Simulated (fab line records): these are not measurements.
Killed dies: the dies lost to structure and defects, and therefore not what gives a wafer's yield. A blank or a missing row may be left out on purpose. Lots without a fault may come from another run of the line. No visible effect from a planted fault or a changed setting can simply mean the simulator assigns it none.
fab line records -- flow n5_finfet
record: lots: 7, wafers: 20, last_day: 18
route steps=1938 shown HKMG_FIN@390 BEOL_M4@1111 PASSIVATION@1936
lots that met no fault: from a run of the same line without faults
start_h: hours from the record's first day to the start of the lot's first wafer shown -- wait_h: how many hours have passed since the lot's step before this one -- " unchanged from the row above -- L1.1+2: one row covering several wafers at once -- - either no value or no given start -- * or withheld: withheld -- < > ~ a bound
route shown NAME@n: a module of which the file shows steps, and the number in the route of the first -- usual: the fault-free wafers' mean and standard deviation -- same: alike in all rows -- chamber/n: place in a boat -- sites: per-site readings -- _std_site: standard deviation of those values -- _edge_site: inner sites' mean taken away from outer sites' mean -- radius_mm: for every site, how far away it sits from the centre of the wafer -- mask NAME#n: copy n -- behind: the last tool/chamber to shape the wafer -- hold: what put the lot on hold/how long, in hours/how the hold closed -- device: which transistor (n, p or np) failed to switch -- end of line: tests of these same wafers at the route's end -- a step without rows: its recipe alone -- killed: not the wafer's yield, but the dies lost to structure and defects at the first sort -- map: shows each die of a wafer: x if killed, . if not, _ if none is there
set.NAME: setting as actually run; set.NAME@STEP: the setting as run at that earlier step -- model.NAME: the simulator's own value behind a step, which no gauge read
lots seen at some steps along the route; tables by step, rows by wafer
services: from which hour (start_h, from the record's first day; less than 0 if before it) a tool's chamber was out of use, for how many hours, and why
== steps ==
step: N5_HKMG_FIN_COAT_41
recipe: resist: SOC, temp_c: 250, time_s: 60, spin_rpm: 1500, resist_thk_nm: 300
step: N5_HKMG_FIN_COAT_42
recipe: resist: SiARC, temp_c: 220, time_s: 60, spin_rpm: 1500, resist_thk_nm: 35
step: N5_HKMG_FIN_COAT_43
recipe: resist: CAR-ArF, spin_rpm: 1500, resist_thk_nm: 90
step: N5_HKMG_FIN_EBR_45
recipe: solvent: PGMEA, ebr_width_mm: 1.5
step: N5_HKMG_FIN_SOFTBAKE_44
recipe: temp_c: 110, time_s: 60, resist: CAR-ArF
step: N5_HKMG_FIN_EXPOSE_46
recipe: mask_id: NDIPOLE, na: 1.35, source_shape: conventional, sigma_outer: 0.8, polarization: unpolarized, dose_mj: 40
step: N5_HKMG_FIN_PEB_47
recipe: peb_temp_c: withheld, peb_time_s: 60, resist: CAR-ArF
step: N5_HKMG_FIN_DEVELOP_48
recipe: develop_time_s: 30, developer: TMAH, resist: CAR-ArF, rinse_liquid: diw, dry: air_spin, dev_temp_c: 23
step: N5_HKMG_FIN_CD_MEAS_49
recipe: target_cd_nm: 202, landing_energy_ev: 500, detector: se_inlens, polarity: opening
usual: cd_nm: 202.5/0.77
lot.wafer,tool,chamber,start_h,wait_h,cd_nm
L614.1,cd_sem-03,0,72.00,-,201.1
L614.2,cd_sem-03,0,72.00,-,202.4
L614.5,cd_sem-03,0,72.00,-,202.2
L621.1,cd_sem-01,0,113.87,-,201.7
L621.4,cd_sem-01,0,113.87,-,202.7
L621.6,cd_sem-01,0,113.87,-,203.0
L623.1,cd_sem-01,0,125.04,-,201.7
L623.2,cd_sem-01,0,125.04,-,202.2
L623.3,cd_sem-01,0,125.04,-,201.7
L625.3,cd_sem-01,0,135.49,-,202.5
L625.4,cd_sem-01,0,135.49,-,203.3
L625.5,cd_sem-01,0,135.49,-,202.9
L629.1,cd_sem-02,0,164.30,-,202.7
L629.3,cd_sem-02,0,164.30,-,202.3
L629.5,cd_sem-02,0,164.30,-,202.5
L633.3,cd_sem-02,0,188.34,-,202.3
L633.4,cd_sem-02,0,188.34,-,202.1
L633.5,cd_sem-02,0,188.34,-,202.3
L635.1,cd_sem-02,0,196.41,-,201.8
L635.5,cd_sem-02,0,196.41,-,202.7
step: N5_HKMG_FIN_OVL_MEAS_50
recipe: points_per_wafer: 44
usual: NDIPOLE_OVL: -0.2/0.73
lot.wafer,tool,chamber,start_h,wait_h,NDIPOLE_OVL[nm]
L614.1,overlay-02,0,72.03,0.0,0.5
L614.2,overlay-02,0,72.03,0.0,0.7
L614.5,overlay-02,0,72.03,0.0,1.0
L621.1,overlay-02,0,113.90,0.0,0.1
L621.4,overlay-02,0,113.90,0.0,1.2
L621.6,overlay-02,0,113.90,0.0,-0.1
L623.1,overlay-02,0,125.07,0.0,-0.2
L623.2,overlay-02,0,125.07,0.0,-0.8
L623.3,overlay-02,0,125.07,0.0,-1.1
L625.3,overlay-02,0,135.52,0.0,1.0
L625.4,overlay-02,0,135.52,0.0,0.5
L625.5,overlay-02,0,135.52,0.0,1.0
L629.1,overlay-01,0,164.33,0.0,-0.3
L629.3,overlay-01,0,164.33,0.0,0.4
L629.5,overlay-01,0,164.33,0.0,-0.2
L633.3,overlay-02,0,188.36,0.0,-0.8
L633.4,overlay-02,0,188.36,0.0,0.0
L633.5,overlay-02,0,188.36,0.0,-0.9
L635.1,overlay-01,0,196.44,0.0,-0.1
L635.5,overlay-01,0,196.44,0.0,-1.0
step: N5_HKMG_FIN_INSPECT_61
recipe: mode: adi, inspect_instrument: macro
usual: raw_defect_count: 2.1/1.3
lot.wafer,tool,chamber,start_h,wait_h,raw_defect_count
L614.1,defect_inspect-02,-,72.05,0.0,2
L614.2,defect_inspect-02,-,72.05,0.0,2
L614.5,defect_inspect-02,-,72.05,0.0,2
L621.1,defect_inspect-01,-,113.92,0.0,3
L621.4,defect_inspect-01,-,113.92,0.0,4
L621.6,defect_inspect-01,-,113.92,0.0,1
L623.1,defect_inspect-02,-,125.09,0.0,3
L623.2,defect_inspect-02,-,125.09,0.0,0
L623.3,defect_inspect-02,-,125.09,0.0,1
L625.3,defect_inspect-02,-,135.55,0.0,2
L625.4,defect_inspect-02,-,135.55,0.0,2
L625.5,defect_inspect-02,-,135.55,0.0,2
L629.1,defect_inspect-02,-,164.36,0.0,2
L629.3,defect_inspect-02,-,164.36,0.0,1
L629.5,defect_inspect-02,-,164.36,0.0,4
L633.3,defect_inspect-02,-,188.39,0.0,2
L633.4,defect_inspect-02,-,188.39,0.0,1
L633.5,defect_inspect-02,-,188.39,0.0,2
L635.1,defect_inspect-02,-,196.46,0.0,4
L635.5,defect_inspect-02,-,196.46,0.0,1
step: N5_HKMG_FIN_DESCUM_53
recipe: chemistry: O2, time_s: 7.9, source_power_w: 50, bias_power_w: 20, pressure_mtorr: 20, rf_frequency_hz: 2.712e+07, temp_c: 40, resist: CAR-ArF, o2_flow_sccm: 225
usual: chamber_pressure_mTorr: 20.002/0.019, drypump_motor_current_A: 5.8/0.44, oes_product_au: 0.75/0.089, rf_vpp_V: 243.6/1.1, showerhead_plenum_p_Torr: 2.12/0.064, throttle_valve_pct: 20.45/0.18
lot.wafer,tool,chamber,start_h,wait_h,chamber_pressure_mTorr,drypump_motor_current_A,oes_product_au,rf_hours_counter_h,rf_vpp_V,showerhead_plenum_p_Torr,throttle_valve_pct
L614.1,rie_diel-06,0,72.16,0.1,19.988,5.3,0.70,169,240.9,2.00,20.41
L614.2,rie_diel-06,3,72.16,0.1,19.993,5.7,0.69,234,244.1,2.13,20.27
L614.5,rie_diel-06,2,72.16,0.1,20.003,6.4,0.69,-,243.9,2.17,20.60
L621.1,rie_diel-06,2,114.22,0.3,20.016,6.4,0.69,250,243.1,2.16,20.63
L621.4,rie_diel-06,1,114.22,0.3,20.001,6.4,0.71,-,242.8,2.15,20.37
L621.6,rie_diel-06,0,114.22,0.3,19.977,5.3,0.69,-,241.7,2.00,20.44
L623.1,rie_diel-06,0,125.47,0.4,19.985,5.4,0.69,187,241.1,1.99,20.45
L623.2,rie_diel-06,1,125.47,0.4,20.010,6.5,0.70,233,244.6,2.15,20.37
L623.3,rie_diel-06,2,125.47,0.4,19.990,6.4,0.67,254,244.5,2.16,20.62
L625.3,rie_diel-06,3,135.58,0.0,19.992,5.7,0.94,5,244.0,2.13,19.97
L625.4,rie_diel-06,1,135.58,0.0,20.005,6.5,0.70,-,245.6,2.15,20.38
L625.5,rie_diel-06,0,135.58,0.0,20.013,5.3,0.69,-,241.7,1.99,20.45
L629.1,rie_diel-05,2,164.54,0.2,20.003,5.7,0.77,117,244.9,2.19,20.41
L629.3,rie_diel-05,1,164.54,0.2,19.996,6.1,0.91,34,244.1,2.15,20.17
L629.5,rie_diel-05,3,164.54,0.2,20.024,6.2,0.70,-,242.4,2.05,20.48
L633.3,rie_diel-05,0,188.42,0.0,20.003,5.4,0.92,15,243.6,2.06,20.41
L633.4,rie_diel-05,0,188.42,0.0,19.996,5.4,0.91,-,243.4,2.06,20.42
L633.5,rie_diel-05,2,188.42,0.0,20.014,5.7,0.78,-,242.6,2.19,20.42
L635.1,rie_diel-04,3,196.50,0.0,20.002,5.3,0.72,237,243.2,2.06,20.66
L635.5,rie_diel-04,0,196.50,0.0,20.039,5.4,0.66,-,243.4,2.16,20.89
step: N5_HKMG_FIN_ETCH_54
recipe: chemistry: CF4, target: SiARC, target_depth_a: 455, mask_material: CAR-ArF, time_s: 75.8, ion_energy_ev: 80, pressure_mtorr: 40, source_w: 545, bias_w: 36, Ar_flow_sccm: 100, cf4_flow_sccm: 100, ends: cleared
usual: chamber_pressure_mTorr: 40.00/0.039, drypump_motor_current_A: 5.8/0.43, etch_rf_on_time_s: 75.7/2, oes_product_au: 0.64/0.072, rf_fwd_power_W: 539.4/2.5, rf_vpp_V: 184.5/1, showerhead_plenum_p_Torr: 2.17/0.057, throttle_valve_pct: 15.68/0.2
lot.wafer,tool,chamber,start_h,wait_h,chamber_pressure_mTorr,drypump_motor_current_A,etch_rf_on_time_s,oes_product_au,rf_fwd_power_W,rf_hours_counter_h,rf_vpp_V,showerhead_plenum_p_Torr,throttle_valve_pct
L614.1,rie_diel-06,0,72.19,0.0,40.01,5.3,80.1,0.60,537.8,169,183.2,2.07,15.76
L614.2,rie_diel-06,3,72.19,0.0,39.98,5.7,75.3,0.59,538.7,234,183.8,2.20,15.66
L614.5,rie_diel-06,2,72.19,0.0,40.03,6.4,76.7,0.60,541.0,-,185.4,2.19,15.67
L621.1,rie_diel-06,2,114.26,0.0,40.00,6.4,50.1,0.76,866.4,250,157.2,2.18,15.73
L621.4,rie_diel-06,1,114.26,0.0,40.00,6.5,48.6,0.80,857.1,-,156.3,2.22,15.72
L621.6,rie_diel-06,0,114.26,0.0,40.04,5.3,51.7,0.76,860.7,-,155.9,2.07,15.79
L623.1,rie_diel-06,0,125.50,0.0,39.96,5.3,52.2,0.76,862.7,187,155.4,2.07,15.78
L623.2,rie_diel-06,1,125.50,0.0,40.03,6.5,48.4,0.80,859.9,233,156.6,2.22,15.73
L623.3,rie_diel-06,2,125.50,0.0,40.01,6.4,50.3,0.76,867.2,254,158.1,2.18,15.74
L625.3,rie_diel-06,3,135.62,0.0,39.99,5.7,48.8,1.05,862.0,5,156.8,2.19,15.26
L625.4,rie_diel-06,1,135.62,0.0,39.95,6.5,47.8,0.80,856.6,-,157.8,2.21,15.74
L625.5,rie_diel-06,0,135.62,0.0,39.97,5.3,51.6,0.76,860.3,-,155.1,2.06,15.79
L629.1,rie_diel-05,2,164.58,0.0,40.03,5.7,75.1,0.66,535.6,117,186.0,2.24,15.64
L629.3,rie_diel-05,1,164.58,0.0,40.06,6.1,73.0,0.76,539.8,34,184.0,2.19,15.25
L629.5,rie_diel-05,3,164.58,0.0,40.04,6.1,77.4,0.59,544.4,-,182.7,2.11,15.83
L633.3,rie_diel-05,0,188.46,0.0,40.03,5.4,79.3,0.76,537.9,15,183.8,2.10,15.40
L633.4,rie_diel-05,0,188.46,0.0,40.01,5.3,78.4,0.76,539.2,-,182.3,2.10,15.41
L633.5,rie_diel-05,2,188.46,0.0,39.93,5.7,73.9,0.66,540.6,-,183.4,2.24,15.64
L635.1,rie_diel-04,3,196.53,0.0,40.01,5.4,71.5,0.63,541.1,237,184.2,2.12,15.95
L635.5,rie_diel-04,0,196.53,0.0,39.94,5.3,75.5,0.59,533.9,-,184.0,2.19,16.00
step: N5_HKMG_FIN_ETCH_55
recipe: chemistry: N2/H2, target: SOC, target_depth_a: 2400, temp_c: 40, time_s: 300, ion_energy_ev: 200, mask_material: SiARC, pressure_mtorr: 30, source_w: 840, bias_w: 150, n2_flow_sccm: 200, h2_flow_sccm: 200
usual: chamber_pressure_mTorr: 29.999/0.027, drypump_motor_current_A: 5.8/0.43, oes_product_au: 0.75/0.083, rf_fwd_power_W: 837.9/2.8, rf_vpp_V: 524.8/2.3, showerhead_plenum_p_Torr: 2.58/0.076, throttle_valve_pct: 17.86/0.23
lot.wafer,tool,chamber,start_h,wait_h,chamber_pressure_mTorr,drypump_motor_current_A,oes_product_au,rf_fwd_power_W,rf_hours_counter_h,rf_vpp_V,showerhead_plenum_p_Torr,throttle_valve_pct
L614.1,rie_diel-06,0,72.25,0.0,29.984,5.3,0.70,836.9,169,520.8,2.41,17.73
L614.2,rie_diel-06,3,72.25,0.0,30.022,5.7,0.68,840.7,234,526.0,2.62,17.83
L614.5,rie_diel-06,2,72.25,0.0,30.033,6.4,0.71,836.5,-,526.2,2.60,17.74
L621.1,rie_diel-06,2,114.31,0.0,29.974,6.4,0.70,838.4,250,525.8,2.59,17.79
L621.4,rie_diel-06,1,114.31,0.0,29.999,6.5,0.73,840.3,-,526.7,2.60,17.72
L621.6,rie_diel-06,0,114.31,0.0,29.968,5.4,0.69,838.1,-,520.1,2.41,17.75
L623.1,rie_diel-06,0,125.56,0.0,29.937,5.3,0.69,836.5,187,519.4,2.41,17.76
L623.2,rie_diel-06,1,125.56,0.0,30.002,6.5,0.73,842.0,233,526.8,2.60,17.73
L623.3,rie_diel-06,2,125.56,0.0,30.003,6.4,0.69,838.1,254,524.0,2.59,17.80
L625.3,rie_diel-06,3,135.67,0.0,30.003,5.7,0.94,836.6,5,525.3,2.61,17.46
L625.4,rie_diel-06,1,135.67,0.0,29.993,6.5,0.72,837.7,-,526.2,2.60,17.74
L625.5,rie_diel-06,0,135.67,0.0,30.001,5.4,0.70,835.8,-,520.2,2.40,17.77
L629.1,rie_diel-05,2,164.63,0.0,30.008,5.7,0.78,837.7,118,526.8,2.68,18.00
L629.3,rie_diel-05,1,164.63,0.0,30.034,6.1,0.90,831.7,34,524.2,2.59,17.43
L629.5,rie_diel-05,3,164.63,0.0,29.996,6.2,0.68,834.5,-,522.5,2.52,18.22
L633.3,rie_diel-05,0,188.51,0.0,30.008,5.3,0.89,838.6,15,520.5,2.51,17.88
L633.4,rie_diel-05,0,188.51,0.0,30.022,5.4,0.88,836.6,-,522.6,2.51,17.88
L633.5,rie_diel-05,2,188.51,0.0,29.940,5.7,0.78,834.4,-,524.7,2.68,18.03
L635.1,rie_diel-04,3,196.59,0.0,30.012,5.4,0.71,835.7,237,521.5,2.50,18.01
L635.5,rie_diel-04,0,196.59,0.0,30.006,5.3,0.70,837.6,-,526.5,2.59,18.13
step: N5_BEOL_M4_RC_MEAS_101
usual: DIBL_N: 36.1/2, DIBL_P: 36.3/2.5, IOFF_N: 0.16/0.037, IOFF_P: 0.21/0.039, ION_N: 678/15, ION_P: 465/8.7, SS_N: 71.4/0.7, SS_P: 73.3/0.74, VT_N: 249/3.6, VT_P: -250.0/2.9
lot.wafer,tool,chamber,start_h,wait_h,DIBL_N[mV/V],DIBL_P[mV/V],IOFF_N[nA/um],IOFF_P[nA/um],ION_N[uA/um],ION_P[uA/um],SS_N[mV/dec],SS_P[mV/dec],VT_N[mV],VT_P[mV]
L614.1,prober-01,0,161.69,0.0,31.8,31.0,0.10,0.17,634,453,70.5,72.0,260,-250.3
L614.2,prober-01,0,161.69,0.0,34.2,35.5,0.14,0.24,680,479,70.6,72.9,250,-245.0
L614.5,prober-01,0,161.69,0.0,35.8,36.3,0.16,0.25,672,478,72.1,72.9,249,-243.9
L621.1,prober-02,0,199.62,0.0,37.1,37.3,0.16,0.24,682,471,71.7,73.8,250,-248.0
L621.4,prober-02,0,199.62,0.0,38.9,40.3,0.18,0.29,664,462,72.1,74.2,249,-248.7
L621.6,prober-02,0,199.62,0.0,34.2,32.8,0.11,0.17,653,449,70.5,72.2,255,-251.8
L623.1,prober-01,0,233.68,0.0,34.4,34.5,0.13,0.19,663,462,71.1,72.9,252,-249.8
L623.2,prober-01,0,233.68,0.0,35.5,35.7,0.14,0.22,682,472,71.6,72.9,250,-248.9
L623.3,prober-01,0,233.68,0.0,39.3,39.2,0.22,0.28,669,464,72.4,73.9,249,-246.1
L625.3,prober-01,0,256.17,0.3,37.9,36.7,0.17,0.24,654,455,72.0,73.6,252,-246.1
L625.4,prober-01,0,256.17,0.3,34.7,33.0,0.13,0.19,670,457,70.6,72.4,251,-249.3
L625.5,prober-01,0,256.17,0.3,35.3,33.8,0.13,0.20,657,465,71.1,73.2,252,-250.4
L629.1,prober-02,0,284.88,0.5,37.0,37.8,0.20,0.24,703,472,70.9,73.6,247,-248.4
L629.3,prober-02,0,284.88,0.5,35.1,32.8,0.14,0.16,672,454,71.0,72.8,254,-252.4
L629.5,prober-02,0,284.88,0.5,38.4,38.8,0.22,0.26,708,477,72.1,73.6,246,-246.3
L635.1,prober-02,0,306.06,0.0,36.8,38.6,0.19,0.22,713,477,71.3,74.0,245,-247.3
L635.5,prober-02,0,306.06,0.0,36.4,38.1,0.18,0.21,700,469,70.8,73.5,247,-251.2
L633.3,prober-02,0,308.58,0.3,34.3,35.7,0.13,0.20,681,470,70.7,73.4,254,-250.4
L633.4,prober-02,0,308.58,0.3,34.2,35.2,0.14,0.20,667,456,70.6,72.8,250,-253.2
L633.5,prober-02,0,308.58,0.3,38.5,40.9,0.22,0.27,704,481,71.8,73.7,245,-248.8
step: N5_PASSIVATION_PROBE_49
usual: defect_limited_yield: 91.1/1.3, killed_at_M0_to_M3: 32/9.7, killed_at_M4_up: 16/6, killed_at_contacts: 12/5.9, killed_at_front_end: 41/11, killed_at_other: 4/3.1, killed_dies: 104/16, killed_on_rim: 14/4, killed_open: 68/12, killed_short: 34/7.4, sort_bin_5_function: 5.1/0.85, sort_bin_6_memory: 3.3/0.66, sort_bin_8_speed: 0.1/0.53, sort_n_pass: 1075/16, sort_yield_pct: 91.1/1.4
same: gross_dies: 1180, killed_at_back_side: 0, sort_bin_4_leakage[%]: 0
lot.wafer,tool,chamber,start_h,wait_h,defect_limited_yield[%],killed_at_M0_to_M3,killed_at_M4_up,killed_at_contacts,killed_at_front_end,killed_at_other,killed_dies,killed_on_rim,killed_open,killed_short,sort_bin_5_function[%],sort_bin_6_memory[%],sort_bin_8_speed[%],sort_n_pass,sort_yield_pct[%]
L621.1,prober-01,-,321.37,0.0,91.8,27,22,15,31,2,97,9,61,34,4.6,3.5,0,1083,91.8
L621.4,prober-01,-,321.52,0.2,91.2,22,14,10,54,4,104,10,70,33,5.5,3.1,0,1076,91.2
L621.6,prober-01,-,321.62,0.3,93.6,29,11,2,32,2,76,8,52,24,4.2,2.1,0,1104,93.6
L623.1,prober-02,-,343.25,0.0,92.3,38,14,15,22,2,91,13,71,20,4.5,3.1,0,1089,92.3
L623.2,prober-02,-,343.30,0.1,91.6,27,12,18,36,6,99,21,59,28,4.3,3.0,0,1081,91.6
L623.3,prober-02,-,343.35,0.1,88.8,51,15,18,45,3,132,11,88,44,5.8,5.1,0,1048,88.8
L625.3,prober-02,-,366.05,0.1,89.6,26,13,13,63,8,123,23,73,42,6.4,3.4,0,1057,89.6
L625.4,prober-02,-,366.10,0.2,89.3,27,21,13,63,2,126,11,102,23,6.9,3.6,0,1054,89.3
L625.5,prober-02,-,366.15,0.2,88.8,38,13,22,56,3,132,22,89,40,6.0,4.7,0,1048,88.8
L629.1,prober-02,-,398.95,0.0,89.7,44,12,16,47,2,121,14,83,38,6.0,4.0,0,1059,89.7
L629.3,prober-02,-,399.05,0.1,90.9,40,16,5,41,5,107,19,66,40,5.3,3.2,0,1073,90.9
L629.5,prober-02,-,399.15,0.2,89.9,50,13,6,46,4,119,18,86,33,5.9,3.6,0,1061,89.9
L635.1,prober-02,-,418.20,0.0,90.9,24,17,22,38,6,107,18,59,43,4.8,3.4,0,1073,90.9
L635.5,prober-02,-,418.40,0.2,93.1,21,18,3,33,6,81,15,49,25,3.3,2.6,0,1099,93.1
L633.3,prober-01,-,425.39,0.1,90.3,30,12,17,50,5,114,17,72,41,6.0,3.5,0,1066,90.3
L633.4,prober-01,-,425.44,0.2,88.6,32,28,5,67,3,135,26,94,34,6.8,4.0,0,1045,88.6
L633.5,prober-01,-,425.49,0.2,90.2,42,14,4,53,3,116,16,65,41,4.7,3.6,0,1064,90.2
killed by level:class
L621.1 MOL_CONTACT_COAG:geometric_particle:open=12 STI_FIN_REVEAL:geometric_particle:open=8 BEOL_M0_SAQP:geometric_particle:open=8 BEOL_M1:geometric_particle:short=7 BEOL_M5:geometric_particle:open=7 BEOL_M4:geometric_particle:open=5 STI_FIN_REVEAL:geometric_particle:short=4 FIN_SAQP:geometric_particle:short=3
L621.4 FIN_SAQP:geometric_particle:short=10 FIN_SAQP:geometric_particle:open=9 STI_FIN_REVEAL:geometric_particle:open=9 MOL_CONTACT_COAG:geometric_particle:open=9 BEOL_M0_SAQP:geometric_particle:open=8 DUMMY_GATE:geometric_particle:open=8 BEOL_M4:geometric_particle:open=5 ILD0:geometric_particle:short=4
L621.6 FIN_SAQP:geometric_particle:open=10 BEOL_M0_SAQP:geometric_particle:open=10 BEOL_M2:geometric_particle:open=8 BEOL_M5:geometric_particle:open=4 BEOL_M0_SAQP:geometric_particle:short=4 STI_FIN_REVEAL:geometric_particle:open=3 GATE_CUT:geometric_particle:short=3 BEOL_M1:geometric_particle:short=3
L623.1 MOL_CONTACT_COAG:geometric_particle:open=14 BEOL_M2:geometric_particle:open=11 BEOL_M0_SAQP:geometric_particle:short=7 BEOL_M3:geometric_particle:open=7 BEOL_M4:geometric_particle:open=6 BEOL_M0_SAQP:geometric_particle:open=5 FIN_SAQP:geometric_particle:open=4 GATE_CUT:geometric_particle:open=4
L623.2 MOL_CONTACT_COAG:geometric_particle:open=15 HKMG_FIN:area_etch=12 BEOL_M0_SAQP:geometric_particle:short=8 DUMMY_GATE:geometric_particle:short=6 BEOL_M0_SAQP:geometric_particle:open=6 STARTING-WAFER:geometric_particle:short=6 DUMMY_GATE:geometric_particle:open=5 BEOL_M1:geometric_particle:open=5
L623.3 MOL_CONTACT_COAG:geometric_particle:open=14 BEOL_M2:geometric_particle:open=13 BEOL_M0_SAQP:geometric_particle:short=9 DUMMY_GATE:geometric_particle:open=9 BEOL_M0_SAQP:geometric_particle:open=9 BEOL_M3:geometric_particle:open=8 STI_FIN_REVEAL:geometric_particle:open=7 BEOL_M4:geometric_particle:open=5
L625.3 STI_FIN_REVEAL:geometric_particle:open=14 BEOL_M0_SAQP:geometric_particle:short=12 FIN_SAQP:geometric_particle:open=11 DUMMY_GATE:geometric_particle:open=10 MOL_CONTACT_COAG:geometric_particle:open=10 BEOL_M0_SAQP:geometric_particle:open=7 GATE_CUT:geometric_particle:short=6 HKMG_FIN:area_etch=6
L625.4 STI_FIN_REVEAL:geometric_particle:open=23 FIN_SAQP:geometric_particle:open=16 BEOL_M2:geometric_particle:open=12 MOL_CONTACT_COAG:geometric_particle:open=10 DUMMY_GATE:geometric_particle:open=7 BEOL_M4:geometric_particle:open=7 BEOL_M0_SAQP:geometric_particle:open=6 BEOL_M7:geometric_particle:open=6
L625.5 MOL_CONTACT_COAG:geometric_particle:open=17 FIN_SAQP:geometric_particle:open=15 BEOL_M0_SAQP:geometric_particle:short=9 DUMMY_GATE:geometric_particle:open=8 BEOL_M0_SAQP:geometric_particle:open=8 BEOL_M1:geometric_particle:open=8 STI_FIN_REVEAL:geometric_particle:open=7 MOL_CONTACT_COAG:geometric_particle:short=5
L629.1 FIN_SAQP:geometric_particle:open=19 MOL_CONTACT_COAG:geometric_particle:open=12 BEOL_M0_SAQP:geometric_particle:open=12 BEOL_M2:geometric_particle:open=11 BEOL_M0_SAQP:geometric_particle:short=10 FIN_SAQP:geometric_particle:short=9 BEOL_M4:geometric_particle:open=8 DUMMY_GATE:geometric_particle:open=5
L629.3 FIN_SAQP:geometric_particle:short=13 FIN_SAQP:geometric_particle:open=12 BEOL_M2:geometric_particle:open=11 BEOL_M0_SAQP:geometric_particle:open=8 BEOL_M0_SAQP:geometric_particle:short=8 STARTING-WAFER:geometric_particle:short=5 GATE_CUT:geometric_particle:short=4 MOL_CONTACT_COAG:geometric_particle:open=4
L629.5 BEOL_M2:geometric_particle:open=15 FIN_SAQP:geometric_particle:open=13 BEOL_M0_SAQP:geometric_particle:open=12 BEOL_M0_SAQP:geometric_particle:short=8 BEOL_M3:geometric_particle:open=8 FIN_SAQP:geometric_particle:short=7 DUMMY_GATE:geometric_particle:open=7 BEOL_M4:geometric_particle:open=7
L635.1 MOL_CONTACT_COAG:geometric_particle:open=17 BEOL_M2:geometric_particle:open=8 FIN_SAQP:geometric_particle:short=7 GATE_CUT:geometric_particle:short=6 STI_FIN_REVEAL:geometric_particle:open=5 MOL_CONTACT_COAG:geometric_particle:short=5 BEOL_M1:geometric_particle:open=5 PAD_METAL:geometric_particle:short=4
L635.5 FIN_SAQP:geometric_particle:short=7 STI_FIN_REVEAL:geometric_particle:open=5 BEOL_M3:geometric_particle:open=5 BEOL_M5:geometric_particle:open=5 HKMG_FIN:area_etch=5 BEOL_M2:geometric_particle:open=4 BEOL_M4:geometric_particle:open=4 BEOL_M8:geometric_particle:open=4
L633.3 MOL_CONTACT_COAG:geometric_particle:open=16 FIN_SAQP:geometric_particle:short=15 BEOL_M0_SAQP:geometric_particle:short=12 FIN_SAQP:geometric_particle:open=9 DUMMY_GATE:geometric_particle:open=7 BEOL_M4:geometric_particle:open=6 STI_FIN_REVEAL:geometric_particle:open=5 BEOL_M2:geometric_particle:open=5
L633.4 BEOL_M4:geometric_particle:open=18 FIN_SAQP:geometric_particle:open=16 DUMMY_GATE:geometric_particle:open=13 BEOL_M0_SAQP:geometric_particle:open=13 STI_FIN_REVEAL:geometric_particle:open=12 FIN_SAQP:geometric_particle:short=9 BEOL_M0_SAQP:geometric_particle:short=7 BEOL_M3:geometric_particle:open=6
L633.5 BEOL_M0_SAQP:geometric_particle:short=13 FIN_SAQP:geometric_particle:open=11 HKMG_FIN:area_etch=9 BEOL_M3:geometric_particle:open=8 BEOL_M0_SAQP:geometric_particle:open=7 BEOL_M2:geometric_particle:open=6 BEOL_M4:geometric_particle:open=6 STI_FIN_REVEAL:geometric_particle:open=5
== services ==
tool,chamber,start_h,hours,kind
rie_diel-05,1,48.64,-,clean
rie_diel-05,1,48.64,-,consumable_replace:focus_ring
rie_diel-05,1,48.64,23.2,scheduled_down
rie_diel-05,1,48.64,23.2,vent_cycle
rie_diel-06,3,59.63,11.1,repair
rie_diel-04,1,64.66,7.4,repair
rie_diel-06,0,80.80,5.8,repair
rie_diel-05,1,102.88,4.1,repair
rie_diel-06,3,109.47,-,clean
rie_diel-06,3,109.47,-,consumable_replace:focus_ring
rie_diel-06,3,109.47,17.5,scheduled_down
rie_diel-06,3,109.47,17.5,vent_cycle
rie_diel-05,0,124.16,-,clean
rie_diel-06,2,127.08,-,clean
rie_diel-06,2,127.08,-,consumable_replace:focus_ring
rie_diel-06,2,127.08,14.0,scheduled_down
rie_diel-06,2,127.08,14.0,vent_cycle
rie_diel-06,1,163.37,-,clean
rie_diel-06,1,163.37,-,consumable_replace:focus_ring
rie_diel-06,1,163.37,11.2,scheduled_down
rie_diel-06,1,163.37,11.2,vent_cycle
rie_diel-05,0,167.07,5.0,repair
rie_diel-04,2,175.54,3.6,repair
rie_diel-05,1,183.42,12.0,repair
== key ==
first_sign: step: N5_HKMG_FIN_ETCH_54, reading: rf_fwd_power_W, direction: up, sigmas: 99+, usual: *, struck: *
effect: step: N5_HKMG_FIN_ETCH_54, reading: rf_vpp_V, direction: down, sigmas: 27, usual: 184.5, struck: 156.6
met_at N5_HKMG_FIN_ETCH_54
struck_wafers L621.1,L621.4,L621.6,L623.1,L623.2,L623.3,L625.3,L625.4,L625.5
baseline_loss: step: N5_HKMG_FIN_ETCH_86, wafers: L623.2
onset_between 72.19 114.26
fault: kind: process_parameter_drift, tool: rie_diel-06, chamber: -, onset_h: 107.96, steps: N5_HKMG_FIN_ETCH_54, channel: source_w, offset: 327, shape: step, end_h: 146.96, acts_in: these_recipes_only, stated: 545
baseline_loss: these wafers lose ten dies or more at that step, a loss of the line's own and not of a fault; the sort's usual values leave them out
